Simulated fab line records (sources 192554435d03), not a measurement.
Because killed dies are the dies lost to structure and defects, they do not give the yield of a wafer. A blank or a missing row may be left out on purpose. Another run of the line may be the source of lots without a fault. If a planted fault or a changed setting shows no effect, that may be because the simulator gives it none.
fab line records    flow n5-finfet
record: lots: 8  wafers: 24  last-day: 18
route steps=1938 shown FIN_SAQP@98 BEOL_M4@1111 PASSIVATION@1936
lots that met no fault: taken from a fault-free run of the same line
start-h: start of the lot's first displayed wafer, in hours after the record's first day    wait-h: hours elapsed since this lot's preceding step    " identical to the entry in the row above    L1.1+2: a row that stands for several wafers    - value missing, or start not given    * or withheld: withheld    < > ~ a bound
route shown NAME@n: names a module that has steps shown in the file, with the first one's number in the route    usual: mean and standard deviation over wafers with no fault    same: alike in all rows    chamber/n: place in a boat    sites: the reading at each site    _std_site: standard deviation across them    _edge_site: the outer-site mean with the inner-site mean subtracted    radius-mm: how far each site lies from the wafer's centre    mask NAME#n: copy n    behind: the tool/chamber that last shaped the wafer    hold: reason for holding the lot/hours on hold/outcome of the hold    device: the n, p or np transistor that did not switch    end of line: tests run on the same wafers once the route is complete    a step without rows: its recipe alone    killed: the dies lost at the first sort to structure and to defects; this is not the yield of the wafer    map: a wafer's dies, x killed, . not, _ none there
set.NAME: the setting that was run; set.NAME@STEP: the one run at that earlier step    model.NAME: the simulator's own value behind a step, which no gauge read
a sample of lots followed through the steps of the route, with each step as a table and each wafer as a row
services: a tool's chamber out of use, with start hour (start-h, from the record's first day; less than 0 if before it), hours out, and reason
== steps ==
step: N5_FIN_SAQP_PECVD_47
recipe: material: a-Si  target-thk-a: 450  temp-c: 400  precursor: SiH4/He  pressure-torr: 3  rf-w: 100  time-s: 36.3
usual: heater-power-w: 849/110  showerhead-plenum-p-Torr: 5.64/0.054  susceptor-temp-C: 399.98/0.22  throttle-valve-pct: 18.5/0.85
lot.wafer  tool      chamber  start-h  wait-h  heater-power-w  showerhead-plenum-p-Torr  since-wet-clean-h  susceptor-temp-C  throttle-valve-pct
L243.1     pecvd-01  2        44.72    0.0     1038            5.61                      357                399.78            17.7
L243.3     "         1        "        "       724             5.55                      1836               399.91            17.7
L243.5     "         2        "        "       1009            5.61                      -                  399.86            17.6
L244.3     pecvd-01  2        50.68    0.1     1043            5.61                      -                  400.09            17.5
L244.5     "         2        "        "       1062            5.61                      -                  400.30            17.5
L244.6     "         0        "        "       873             5.64                      -                  400.46            19.4
L245.3     pecvd-01  2        56.97    0.1     930             5.60                      -                  400.26            17.7
L245.5     "         2        "        "       943             5.60                      -                  399.90            17.8
L245.6     "         0        "        "       787             5.65                      -                  399.85            19.1
L251.1     pecvd-01  0        93.13    0.0     896             5.63                      1160               399.84            19.1
L251.4     "         2        "        "       1046            5.62                      -                  399.93            17.6
L251.6     "         1        "        "       732             5.58                      -                  399.66            18.0
L252.2     pecvd-03  1        98.97    0.0     867             5.60                      1347               399.60            18.8
L252.3     "         0        "        "       826             5.67                      622                399.45            18.1
L252.5     "         1        "        "       875             5.58                      -                  399.95            18.5
L254.2     pecvd-01  1        110.94   0.0     721             5.56                      1902               399.92            17.8
L254.4     "         1        "        "       730             5.56                      -                  399.80            17.9
L254.5     "         2        "        "       1041            5.60                      -                  399.88            17.8
L257.1     pecvd-03  1        129.20   0.0     906             5.61                      1377               400.09            18.7
L257.2     "         2        "        "       917             5.62                      2102               399.67            18.7
L257.5     "         1        "        "       921             5.60                      -                  399.91            18.6
L258.1     pecvd-01  1        135.14   0.0     695             5.55                      1927               399.69            17.8
L258.3     "         0        "        "       805             5.64                      1202               400.39            19.1
L258.5     "         0        "        "       813             5.64                      -                  400.57            19.0
step: N5_FIN_SAQP_CD_MEAS_16
recipe: target-cd-nm: 35.6  landing-energy-ev: 500  detector: se-inlens
usual: cd-nm: 35.60/0.25
lot.wafer  tool       chamber  start-h  wait-h  cd-nm
L243.1     cd-sem-01  0        45.42    -       35.17
L243.3     "          0        "        "       35.57
L243.5     "          0        "        "       35.52
L244.3     cd-sem-01  0        51.39    -       35.95
L244.5     "          0        "        "       35.91
L244.6     "          0        "        "       36.12
L245.3     cd-sem-03  0        57.55    -       35.68
L245.5     "          0        "        "       35.75
L245.6     "          0        "        "       35.66
L251.1     cd-sem-01  0        93.78    -       35.47
L251.4     "          0        "        "       35.49
L251.6     "          0        "        "       35.35
L252.2     cd-sem-02  0        99.63    -       35.72
L252.3     "          0        "        "       35.08
L252.5     "          0        "        "       35.46
L254.2     cd-sem-03  0        111.47   -       35.35
L254.4     "          0        "        "       35.59
L254.5     "          0        "        "       35.03
L257.1     cd-sem-03  0        129.86   -       35.58
L257.2     "          0        "        "       35.87
L257.5     "          0        "        "       35.39
L258.1     cd-sem-01  0        135.81   -       35.23
L258.3     "          0        "        "       35.69
L258.5     "          0        "        "       35.64
step: N5_FIN_SAQP_DESCUM_21
recipe: chemistry: O2  time-s: 7.9  source-power-w: 50  bias-power-w: 20  pressure-mtorr: 20  rf-frequency-hz: 2.712e+07  temp-c: 40  resist: CAR-ArF  o2-flow-sccm: 225
usual: drypump-motor-current-A: 5.8/0.41  oes-product-au: 0.81/0.067  rf-vpp-V: 243.8/1.2  showerhead-plenum-p-Torr: 2.13/0.067  throttle-valve-pct: 20.43/0.21
lot.wafer  tool         chamber  start-h  wait-h  drypump-motor-current-A  oes-product-au  rf-hours-counter-h  rf-vpp-V  showerhead-plenum-p-Torr  throttle-valve-pct
L243.1     rie-diel-06  3        45.52    0.0     5.9                      0.81            101                 243.1     2.12                      20.39
L243.3     "            2        "        "       5.1                      0.77            132                 245.5     2.20                      20.28
L243.5     "            1        "        "       5.7                      0.91            -                   244.2     2.13                      20.39
L244.3     rie-diel-06  0        51.48    0.0     5.9                      0.78            144                 243.3     2.09                      20.58
L244.5     "            2        "        "       5.1                      0.77            -                   244.2     2.20                      20.29
L244.6     "            1        "        "       5.7                      0.90            -                   244.7     2.13                      20.40
L245.3     rie-diel-04  3        57.66    0.1     6.5                      0.78            143                 244.1     2.19                      20.18
L245.5     "            0        "        "       6.4                      0.71            -                   240.7     1.98                      20.60
L245.6     "            3        "        "       6.4                      0.78            -                   245.8     2.19                      20.21
L251.1     rie-diel-04  0        94.63    0.8     6.4                      0.70            240                 241.9     1.97                      20.61
L251.4     "            3        "        "       6.5                      0.77            155                 245.0     2.19                      20.21
L251.6     "            1        "        "       5.3                      0.84            -                   244.1     2.11                      20.04
L252.2     rie-diel-04  3        99.72    0.0     6.5                      0.78            156                 246.0     2.19                      20.22
L252.3     "            2        "        "       5.5                      0.74            173                 243.6     2.17                      20.92
L252.5     "            1        "        "       5.3                      0.84            -                   243.0     2.11                      20.06
L254.2     rie-diel-01  1        111.57   0.0     5.8                      0.86            64                  243.5     2.13                      20.37
L254.4     "            3        "        "       5.6                      0.79            115                 243.4     2.10                      20.51
L254.5     "            1        "        "       5.8                      0.85            -                   244.8     2.13                      20.37
L257.1     rie-diel-06  1        129.96   0.0     5.7                      0.86            54                  244.6     2.12                      20.44
L257.2     "            0        "        "       5.9                      0.75            172                 242.6     2.08                      20.62
L257.5     "            0        "        "       6.0                      0.74            -                   243.3     2.08                      20.60
L258.1     rie-diel-04  1        135.91   0.0     5.4                      0.82            78                  241.6     2.11                      20.06
L258.3     "            2        "        "       5.4                      0.72            187                 243.9     2.17                      20.92
L258.5     "            1        "        "       5.3                      0.83            -                   244.4     2.11                      20.08
step: N5_FIN_SAQP_ETCH_57
recipe: chemistry: CH3F/O2  target: SiNx  mask-material: SiO2  target-depth-a: 325  time-s: 46.4  pressure-mtorr: 30  source-w: 395  bias-w: 73  Ar_flow_sccm: 150  CH3F_flow_sccm: 30  O2_flow_sccm: 20  ion-energy-ev: 120  ends: cleared
usual: CH3F_flow_sccm: 30.00/0.084  O2_flow_sccm: 20.01/0.056  drypump-motor-current-A: 5.8/0.39  etch-rf-on-time-s: 46.0/0.85  mfc-ar-sccm: 150.0/0.45  oes-product-au: 0.70/0.056  rf-vpp-V: 298/3.8  showerhead-plenum-p-Torr: 2.04/0.055  throttle-valve-pct: 16.32/0.19
lot.wafer  tool         chamber  start-h  wait-h  CH3F_flow_sccm  O2_flow_sccm  drypump-motor-current-A  etch-rf-on-time-s  mfc-ar-sccm  oes-product-au  rf-hours-counter-h  rf-vpp-V  showerhead-plenum-p-Torr  throttle-valve-pct
L243.1     rie-diel-01  2        48.71    0.2     -               -             -                        -                  -            -               -                   -         -                         -
L243.3     "            3        "        "       -               -             -                        -                  -            -               -                   -         -                         -
L243.5     "            2        "        "       -               -             -                        -                  -            -               -                   -         -                         -
L244.3     rie-diel-04  3        53.73    0.2     -               -             -                        -                  -            -               -                   -         -                         -
L244.5     "            0        "        "       -               -             -                        -                  -            -               -                   -         -                         -
L244.6     "            3        "        "       -               -             -                        -                  -            -               -                   -         -                         -
L245.3     rie-diel-01  0        59.72    0.0     -               -             -                        -                  -            -               -                   -         -                         -
L245.5     "            1        "        "       -               -             -                        -                  -            -               -                   -         -                         -
L245.6     "            0        "        "       -               -             -                        -                  -            -               -                   -         -                         -
L251.1     rie-diel-01  0        98.77    0.0     30.02           20.02         5.8                      45.2               149.7        0.75            45                  302       2.11                      16.31
L251.4     "            2        "        "       29.84           20.08         6.2                      45.1               149.7        0.76            36                  296       1.96                      16.40
L251.6     "            1        "        "       30.12           20.03         5.7                      44.9               149.6        0.74            -                   298       2.03                      16.26
L252.2     rie-diel-01  0        102.85   0.0     30.02           19.92         5.7                      46.2               149.7        0.74            47                  302       2.11                      16.28
L252.3     "            3        "        "       29.96           19.87         5.6                      45.2               150.3        0.69            112                 299       2.02                      16.45
L252.5     "            2        "        "       29.89           20.07         6.2                      45.9               149.9        0.76            -                   296       1.96                      16.38
L254.2     rie-diel-01  3        114.26   0.0     29.98           19.88         5.6                      44.7               149.9        0.68            116                 300       2.02                      16.46
L254.4     "            1        "        "       30.04           20.05         5.7                      45.2               149.7        0.73            65                  298       2.03                      16.27
L254.5     "            1        "        "       30.18           20.00         5.8                      45.9               150.6        0.73            -                   297       2.03                      16.27
L257.1     rie-diel-01  0        132.61   0.2     30.16           20.09         5.7                      46.1               149.9        0.73            58                  303       2.11                      16.31
L257.2     "            3        "        "       29.92           19.93         5.5                      45.1               150.2        0.67            123                 299       2.02                      16.46
L257.5     "            0        "        "       30.12           20.01         5.8                      45.7               149.6        0.73            -                   302       2.11                      16.32
L258.1     rie-diel-04  1        138.66   0.0     30.04           20.10         5.3                      45.6               150.5        0.70            79                  294       2.01                      16.00
L258.3     "            3        "        "       29.92           19.90         6.5                      45.3               149.5        0.66            172                 302       2.08                      16.17
L258.5     "            2        "        "       29.88           20.03         5.4                      47.1               150.5        0.61            -                   301       2.06                      16.81
step: N5_FIN_SAQP_MANDREL_ETCH_58
recipe: chemistry: HBr/Cl2  target: a-Si  target-depth-a: 450  bt-time-s: 10  stop-on: SiNx  mask-material: SiO2  over-etch-frac: 0.8  time-s: 27  pressure-mtorr: 10  icp-w: 800  bias-w: 75  HBr_flow_sccm: 150  Cl2_flow_sccm: 80  ends: end-point
usual: HBr_flow_sccm: 150.0/0.42  bias-w: 74.99/0.25  drypump-motor-current-A: 6.1/0.53  oes-product-au: 0.701/0.011  throttle-valve-pct: 35.63/0.28
same: bt-time-s: 10
lot.wafer  tool       chamber  start-h  wait-h  HBr_flow_sccm  bias-w  drypump-motor-current-A  oes-product-au  rf-hours-counter-h  throttle-valve-pct
L243.1     rie-si-04  0        48.85    0.0     149.5          74.91   5.8                      0.319           100                 35.89
L243.3     "          2        "        "       150.3          74.84   6.6                      0.313           61                  36.17
L243.5     "          2        "        "       149.6          74.52   6.6                      0.318           -                   36.17
L244.3     rie-si-01  0        53.87    0.0     149.6          74.39   5.7                      0.329           129                 36.83
L244.5     "          2        "        "       150.5          74.76   5.5                      0.330           -                   36.66
L244.6     "          3        "        "       149.8          75.07   6.7                      0.317           -                   36.48
L245.3     rie-si-04  1        59.86    0.0     149.7          75.27   6.1                      0.313           74                  36.25
L245.5     "          1        "        "       149.7          74.83   6.1                      0.320           -                   36.25
L245.6     "          0        "        "       150.8          75.27   5.8                      0.323           -                   35.89
L251.1     rie-si-01  0        98.91    0.0     149.5          75.19   5.7                      0.712           130                 36.05
L251.4     "          3        "        "       150.1          75.32   6.7                      0.707           173                 35.72
L251.6     "          2        "        "       150.2          74.93   5.5                      0.718           -                   35.90
L252.2     rie-si-04  0        102.99   0.0     150.0          74.79   5.8                      0.697           101                 35.15
L252.3     "          3        "        "       150.0          74.98   6.2                      0.691           133                 35.17
L252.5     "          1        "        "       150.0          75.22   6.1                      0.691           -                   35.49
L254.2     rie-si-01  1        114.40   0.0     150.6          74.43   6.8                      0.680           64                  35.77
L254.4     "          2        "        "       149.9          75.27   5.5                      0.721           -                   35.91
L254.5     "          0        "        "       149.3          74.96   5.7                      0.706           -                   36.03
L257.1     rie-si-04  2        132.75   0.0     150.4          75.17   6.6                      0.692           63                  35.39
L257.2     "          3        "        "       149.9          74.59   6.1                      0.702           134                 35.12
L257.5     "          3        "        "       150.0          75.11   6.1                      0.700           -                   35.13
L258.1     rie-si-01  0        138.80   0.0     149.8          75.02   5.7                      0.702           131                 36.06
L258.3     "          3        "        "       150.1          75.04   6.8                      0.702           174                 35.73
L258.5     "          2        "        "       150.0          75.07   5.5                      0.720           -                   35.90
step: N5_FIN_SAQP_CD_MEAS_31
recipe: target-cd-nm: 8  landing-energy-ev: 1000  detector: se-inlens  polarity: line
usual: cd-nm: 8.12/0.23
lot.wafer  tool       chamber  start-h  wait-h  cd-nm
L243.1     cd-sem-03  0        50.20    0.1     -
L243.3     "          0        "        "       -
L243.5     "          0        "        "       -
L244.3     cd-sem-02  0        55.83    0.1     -
L244.5     "          0        "        "       -
L244.6     "          0        "        "       -
L245.3     cd-sem-02  0        61.22    0.1     -
L245.5     "          0        "        "       -
L245.6     "          0        "        "       -
L251.1     cd-sem-02  0        102.31   0.1     8.35
L251.4     "          0        "        "       7.95
L251.6     "          0        "        "       7.90
L252.2     cd-sem-02  0        104.58   0.1     7.95
L252.3     "          0        "        "       7.96
L252.5     "          0        "        "       8.18
L254.2     cd-sem-02  0        115.76   0.1     8.40
L254.4     "          0        "        "       8.31
L254.5     "          0        "        "       7.73
L257.1     cd-sem-03  0        134.10   0.1     7.83
L257.2     "          0        "        "       7.92
L257.5     "          0        "        "       7.84
L258.1     cd-sem-02  0        141.79   0.1     7.89
L258.3     "          0        "        "       7.81
L258.5     "          0        "        "       8.46
step: N5_BEOL_M4_RC_MEAS_101
usual: DIBL_N: 36.5/1.2  DIBL_P: 36.5/1.6  IOFF_N: 0.162/0.023  IOFF_P: 0.221/0.03  ION_N: 678/8  ION_P: 466/6.3  SS_N: 71.6/0.46  SS_P: 73.3/0.57  VT_N: 249.2/2.6  VT_P: -249/3.3
lot.wafer  tool       chamber  start-h  wait-h  DIBL_N[mV/V]  DIBL_P[mV/V]  IOFF_N[nA/um]  IOFF_P[nA/um]  ION_N[uA/um]  ION_P[uA/um]  SS_N[mV/dec]  SS_P[mV/dec]  VT_N[mV]  VT_P[mV]
L251.1     prober-02  0        290.03   0.0     37.5          36.6          0.181          0.252          674           459           72.5          73.3          250.2     -246
L251.4     "          0        "        "       38.3          38.0          0.198          0.271          677           466           72.7          73.6          248.7     -245
L251.6     "          0        "        "       36.6          36.3          0.161          0.251          673           465           71.7          72.7          247.8     -245
L252.2     prober-01  0        290.62   0.2     36.6          36.6          0.161          0.226          682           467           71.9          73.1          251.7     -247
L252.3     "          0        "        "       36.0          36.7          0.152          0.232          670           466           71.6          73.4          251.2     -251
L252.5     "          0        "        "       37.1          37.6          0.177          0.246          686           471           71.3          72.5          247.3     -246
L254.2     prober-02  0        312.46   0.2     36.4          36.0          0.158          0.192          674           459           72.3          73.2          247.5     -252
L254.4     "          0        "        "       35.2          34.9          0.139          0.184          671           460           71.1          73.0          249.5     -252
L254.5     "          0        "        "       35.3          34.5          0.131          0.173          667           463           71.5          72.2          254.4     -253
L257.1     prober-01  0        323.73   0.0     36.2          38.9          0.194          0.254          695           471           72.0          73.8          247.0     -246
L257.2     "          0        "        "       35.3          38.1          0.165          0.232          677           464           72.7          72.7          248.3     -248
L257.5     "          0        "        "       34.6          36.3          0.152          0.215          678           465           71.9          73.0          251.2     -247
L258.1     prober-02  0        324.15   0.0     38.8          39.4          0.225          0.302          700           475           72.1          74.0          243.9     -244
L258.3     "          0        "        "       36.4          36.0          0.173          0.244          682           471           71.6          72.6          246.0     -245
L258.5     "          0        "        "       38.4          38.4          0.204          0.288          687           479           71.8          74.0          246.0     -244
step: N5_PASSIVATION_PROBE_49
usual: defect-limited-yield: 91.2/1.3  killed_at_M0_to_M3: 34/9.2  killed_at_M4_up: 14/5  killed-at-contacts: 13/6.7  killed-at-front-end: 39/12  killed-at-other: 4/3.3  killed-dies: 104/15  killed-on-rim: 14/3.7  killed-open: 68/12  killed-short: 34/7.5  sort_bin_5_function: 5.2/0.87  sort_bin_6_memory: 3.3/0.63  sort-n-pass: 1076/15  sort-yield-pct: 91.2/1.3
same: gross-dies: 1180  killed-at-back-side: 0  sort_bin_4_leakage[%]: 0  sort_bin_8_speed[%]: 0
lot.wafer  tool       chamber  start-h  wait-h  defect-limited-yield[%]  killed_at_M0_to_M3  killed_at_M4_up  killed-at-contacts  killed-at-front-end  killed-at-other  killed-dies  killed-on-rim  killed-open  killed-short  sort_bin_5_function[%]  sort_bin_6_memory[%]  sort-n-pass  sort-yield-pct[%]
L243.1     prober-02  -        348.81   0.0     0                        46                  12               12                  1109                 1                1180         152            62           39            96.9                    2.9                   0            0
L243.3     prober-02  -        348.91   0.1     0                        46                  14               11                  1108                 1                1180         152            70           29            97.1                    2.9                   0            0
L243.5     prober-02  -        349.01   0.2     0                        34                  16               10                  1115                 5                1180         152            77           41            96.8                    3.1                   0            0
L244.3     prober-01  -        350.22   0.1     0                        34                  12               11                  1109                 14               1180         152            60           35            96.8                    3.1                   0            0
L244.5     prober-01  -        350.32   0.2     0                        36                  20               15                  1108                 1                1180         152            86           31            96.4                    3.6                   0            0
L244.6     prober-01  -        350.37   0.3     0                        31                  16               13                  1117                 3                1180         152            68           30            96.0                    3.7                   0            0
L245.3     prober-02  -        364.87   0.1     0                        47                  27               11                  1094                 1                1180         152            77           51            95.6                    4.2                   0            0
L245.5     prober-02  -        364.97   0.2     0                        30                  28               17                  1102                 3                1180         152            79           33            95.9                    3.6                   0            0
L245.6     prober-02  -        365.02   0.3     0                        44                  17               11                  1108                 0                1180         152            90           42            96.2                    3.6                   0            0
killed by level:class
L243.1 FIN_SAQP:area-etch=1079 BEOL_M0_SAQP:geometric-particle:short=16 BEOL_M0_SAQP:geometric-particle:open=16 MOL_CONTACT_COAG:geometric-particle:open=10 STI_FIN_REVEAL:geometric-particle:open=8 GATE_CUT:geometric-particle:short=8 GATE_CUT:geometric-particle:open=5 BEOL_M3:geometric-particle:open=4
L243.3 FIN_SAQP:area-etch=1080 STI_FIN_REVEAL:geometric-particle:open=10 BEOL_M0_SAQP:geometric-particle:short=10 BEOL_M2:geometric-particle:open=10 MOL_CONTACT_COAG:geometric-particle:open=9 BEOL_M3:geometric-particle:open=9 BEOL_M0_SAQP:geometric-particle:open=8 GATE_CUT:geometric-particle:short=5
L243.5 FIN_SAQP:area-etch=1062 STI_FIN_REVEAL:geometric-particle:open=24 BEOL_M0_SAQP:geometric-particle:short=11 BEOL_M0_SAQP:geometric-particle:open=7 GATE_CUT:geometric-particle:short=6 MOL_CONTACT_COAG:geometric-particle:open=6 FIN_SAQP:geometric-particle:open=5 GATE_CUT:geometric-particle:open=5
L244.3 FIN_SAQP:area-etch=1084 MOL_CONTACT_COAG:geometric-particle:open=10 BEOL_M0_SAQP:geometric-particle:short=9 BEOL_M4:geometric-particle:open=9 BEOL_M1:geometric-particle:open=6 BEOL_M0_SAQP:geometric-particle:open=6 BEOL_M3:geometric-particle:open=6 STI_FIN_REVEAL:geometric-particle:open=4
L244.5 FIN_SAQP:area-etch=1060 STI_FIN_REVEAL:geometric-particle:open=14 MOL_CONTACT_COAG:geometric-particle:open=12 BEOL_M4:geometric-particle:open=12 BEOL_M1:geometric-particle:open=10 BEOL_M2:geometric-particle:open=8 FIN_SAQP:geometric-particle:short=7 DUMMY_GATE:geometric-particle:open=7
L244.6 FIN_SAQP:area-etch=1081 MOL_CONTACT_COAG:geometric-particle:open=12 BEOL_M0:geometric-particle:open=8 FIN_SAQP:geometric-particle:open=7 BEOL_M0_SAQP:geometric-particle:short=7 FIN_SAQP:geometric-particle:short=6 BEOL_M4:geometric-particle:open=6 STI_FIN_REVEAL:geometric-particle:open=4
L245.3 FIN_SAQP:area-etch=1052 BEOL_M3:geometric-particle:open=20 FIN_SAQP:geometric-particle:short=8 DUMMY_GATE:geometric-particle:open=8 BEOL_M0_SAQP:geometric-particle:short=8 BEOL_M2:geometric-particle:open=8 BEOL_M5:geometric-particle:open=7 FIN_SAQP:geometric-particle:open=6
L245.5 FIN_SAQP:area-etch=1068 BEOL_M4:geometric-particle:open=15 MOL_CONTACT_COAG:geometric-particle:open=13 FIN_SAQP:geometric-particle:short=9 BEOL_M3:geometric-particle:open=8 FIN_SAQP:geometric-particle:open=7 BEOL_M0_SAQP:geometric-particle:short=7 DUMMY_GATE:geometric-particle:open=6
L245.6 FIN_SAQP:area-etch=1048 FIN_SAQP:geometric-particle:short=14 BEOL_M2:geometric-particle:open=14 FIN_SAQP:geometric-particle:open=13 MOL_CONTACT_COAG:geometric-particle:open=11 STI_FIN_REVEAL:geometric-particle:open=8 BEOL_M0_SAQP:geometric-particle:short=8 DUMMY_GATE:geometric-particle:open=6
== services ==
tool         chamber  start-h  hours  kind
rie-diel-04  -        35.16    2.8    pm
pecvd-01     1        48.63    39.2   repair
pecvd-01     0        65.39    4.7    repair
pecvd-03     1        80.75    12.3   repair
pecvd-01     0        81.22    3.8    repair
rie-si-04    0        87.16    1.8    repair
rie-si-01    -        94.55    1.6    repair
rie-si-01    -        97.24    0.1    repair
rie-diel-04  1        106.06   2.9    repair
rie-si-01    3        109.37   7.2    repair
pecvd-03     2        109.76   2.1    scheduled-down
pecvd-01     1        119.59   2.1    scheduled-down
rie-diel-04  0        124.52   -      clean
rie-diel-04  0        124.52   -      consumable-replace:focus-ring
rie-diel-04  0        124.52   -      consumable-replace:showerhead
rie-diel-04  0        124.52   14.9   scheduled-down
rie-diel-04  0        124.52   14.9   vent-cycle
== key ==
first-sign: step: N5_FIN_SAQP_ETCH_57  reading: tool-record  direction: missing
effect: step: N5_FIN_SAQP_MANDREL_ETCH_58  reading: oes-product-au  direction: down  sigmas: 36  usual: 0.701  struck: 0.320
effect: step: N5_FIN_SAQP_CD_MEAS_31  reading: cd-nm  direction: missing
effect: step: N5_PASSIVATION_PROBE_49  reading: sort_bin_5_function  direction: up  sigmas: 99+  usual: 5.2  struck: 96.4
more-kills-born-at: N5_FIN_SAQP_ETCH_57@rie-diel-01: 6389  N5_FIN_SAQP_ETCH_57@rie-diel-04: 3224
met-at N5_FIN_SAQP_ETCH_57
struck-lots L243,L244,L245
later-rows-left-out L243.1,L243.3,L243.5,L244.3,L244.5,L244.6,L245.3,L245.5,L245.6
not-acting-at N5_FIN_SAQP_PECVD_47,N5_FIN_SAQP_CD_MEAS_16,N5_FIN_SAQP_DESCUM_21
fault: kind: skipped-step-whole  tool: rie-diel-01,rie-diel-04  chamber: -  onset-h: 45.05  steps: N5_FIN_SAQP_ETCH_57  scope: struck-lots-only
later-rows-left-out: the simulator's readings of these wafers behind a module that went badly wrong aren't trusted and aren't shown, but for the sort
